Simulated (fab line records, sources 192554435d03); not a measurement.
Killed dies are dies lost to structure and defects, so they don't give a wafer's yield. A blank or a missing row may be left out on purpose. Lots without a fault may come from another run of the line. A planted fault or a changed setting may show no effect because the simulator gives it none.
Chamber matching | flow n5_finfet | N5_BEOL_M7_STRIP_19 on rie_diel-06: 4 sister chambers
The step strips in O2. 16 wafers are shown with their chamber, then 8 later ones without.

WAFERS WITH THEIR CHAMBER
wafer  | chamber | showerhead_plenum_p_Torr (Torr) | throttle_valve_pct (%) | oes_product_au (a.u.)
L077.1 | 1       | 2.21                            | 16.36                  | 0.98
L077.3 | 0       | 2.15                            | 16.38                  | 0.88
L077.6 | 2       | 2.21                            | 16.56                  | 0.74
L078.3 | 1       | 2.21                            | 16.37                  | 0.96
L078.4 | 3       | 2.03                            | 16.92                  | 0.83
L078.5 | 0       | 2.15                            | 16.38                  | 0.88
L074.1 | 3       | 2.02                            | 16.94                  | 0.82
L074.5 | 0       | 2.15                            | 16.38                  | 0.86
L074.6 | 3       | 2.02                            | 16.95                  | 0.81
L089.2 | 3       | 2.02                            | 16.95                  | 0.79
L089.3 | 1       | 2.20                            | 16.42                  | 0.92
L089.4 | 0       | 2.14                            | 16.43                  | 0.84
L090.1 | 3       | 2.02                            | 16.97                  | 0.78
L090.4 | 1       | 2.20                            | 16.41                  | 0.91
L090.5 | 0       | 2.14                            | 16.41                  | 0.84
L092.3 | 2       | 2.20                            | 16.59                  | 0.72

SIGNATURES (means of the wafers above)
reading                  | chamber 0 | chamber 1 | chamber 2 | chamber 3 | scatter within a chamber
showerhead_plenum_p_Torr | 2.1460    | 2.2050    | 2.2050    | 2.0220    | 0.0054
throttle_valve_pct       | 16.3960   | 16.3900   | 16.5750   | 16.9460   | 0.0233
oes_product_au           | 0.8600    | 0.9425    | 0.7300    | 0.8060    | 0.0238
Rule: a wafer's distance from a chamber is the root of the sum, over the readings, of the square of ((its reading less the chamber's mean) divided by the reading's scatter). The wafer belongs to the nearest chamber; if the next one is less than 2 further off, it can't be placed. The scatter: the root of (the sum of the squares of (reading less its chamber's mean) over the shown wafers, divided by (wafers less chambers)).

WAFERS WITHOUT THEIR CHAMBER
wafer  | showerhead_plenum_p_Torr (Torr) | throttle_valve_pct (%) | oes_product_au (a.u.)
L092.4 | 2.02                            | 16.97                  | 0.79
L092.6 | 2.14                            | 16.44                  | 0.84
L093.1 | 2.19                            | 16.60                  | 0.72
L093.2 | 2.20                            | 16.44                  | 0.89
L093.4 | 2.02                            | 16.97                  | 0.78
L097.2 | 2.01                            | 17.02                  | 0.78
L097.4 | 2.20                            | 16.42                  | 0.88
L097.5 | 2.20                            | 16.44                  | 0.89

WHICH CHAMBER EACH WENT THROUGH
wafer  | from the rows above | in truth
L092.4 | 3                   | 3
L092.6 | 0                   | 0
L093.1 | 2                   | 2
L093.2 | 1                   | 1
L093.4 | 3                   | 3
L097.2 | 3                   | 3
L097.4 | 1                   | 1
L097.5 | 1                   | 1
Placed correctly: 8 of 8. Can't be placed from these rows: 0. Placed wrongly: 0.
